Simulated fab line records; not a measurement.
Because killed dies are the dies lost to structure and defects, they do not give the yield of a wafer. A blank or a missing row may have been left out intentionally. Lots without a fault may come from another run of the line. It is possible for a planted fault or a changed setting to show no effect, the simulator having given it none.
Chamber matching + flow nandHarc + aldMetal-02 running NHARC_P_CONTACT_ALD_22: 4 sister chambers
The step deposits TiN, target thk 3 nm, pulse time 1 s, ald cycles 150. 8 wafers are shown with their chamber, then 10 later ones without.

## WAFERS PAIRED WITH THEIR CHAMBERS
| wafer  | chamber | heaterPowerW (W) | precursorPulseHeightRel |
|--------|---------|------------------|-------------------------|
| L079.3 | 0       | 935              | 1.006                   |
| L080.6 | 3       | 945              | 1.015                   |
| L081.2 | 0       | 922              | 0.954                   |
| L081.4 | 2       | 963              | 1.025                   |
| L083.1 | 2       | 1002             | 0.985                   |
| L083.5 | 1       | 1065             | 1.054                   |
| L084.2 | 3       | 969              | 0.997                   |
| L084.3 | 1       | 1046             | 0.981                   |

## WAFERS WHOSE CHAMBER IS MISSING
| wafer  | heaterPowerW (W) | precursorPulseHeightRel |
|--------|------------------|-------------------------|
| L084.5 | 1066             | 1.008                   |
| L088.2 | 963              | 0.985                   |
| L088.3 | 1105             | 0.992                   |
| L088.6 | 960              | 0.997                   |
| L092.1 | 1033             | 0.973                   |
| L092.2 | 979              | 1.001                   |
| L092.3 | 1097             | 0.986                   |
| L094.1 | 971              | 1.009                   |
| L094.4 | 1005             | 1.023                   |
| L094.6 | 1101             | 1.007                   |

## WHICH CHAMBER EACH WENT THROUGH
| wafer  | from the rows above          | in truth |
|--------|------------------------------|----------|
| L084.5 | 1                            | 1        |
| L088.2 | can't be placed: 3 or 2 or 0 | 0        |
| L088.3 | 1                            | 1        |
| L088.6 | can't be placed: 3 or 2 or 0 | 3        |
| L092.1 | can't be placed: 1 or 2      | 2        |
| L092.2 | can't be placed: 2 or 3      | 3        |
| L092.3 | 1                            | 1        |
| L094.1 | can't be placed: 2 or 3 or 0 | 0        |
| L094.4 | can't be placed: 2 or 3 or 1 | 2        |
| L094.6 | 1                            | 1        |
4 of 10 placed correctly. Not placeable from these rows: 6 (in 6, the candidates include the true chamber). Number placed wrongly: 0.
How it was worked out, from the rows above alone: a wafer's distance from a chamber is the root of the sum, over the readings, of the square of ((its reading less the chamber's mean) divided by the reading's scatter). If the next closest chamber is less than 2 further off than the closest, the wafer can't be placed; otherwise it belongs to the closest. A chamber's mean is the mean of its shown wafers. The scatter is the square root of a quotient: the sum, over the shown wafers, of each reading's squared deviation from its chamber's mean, divided by wafers minus chambers.
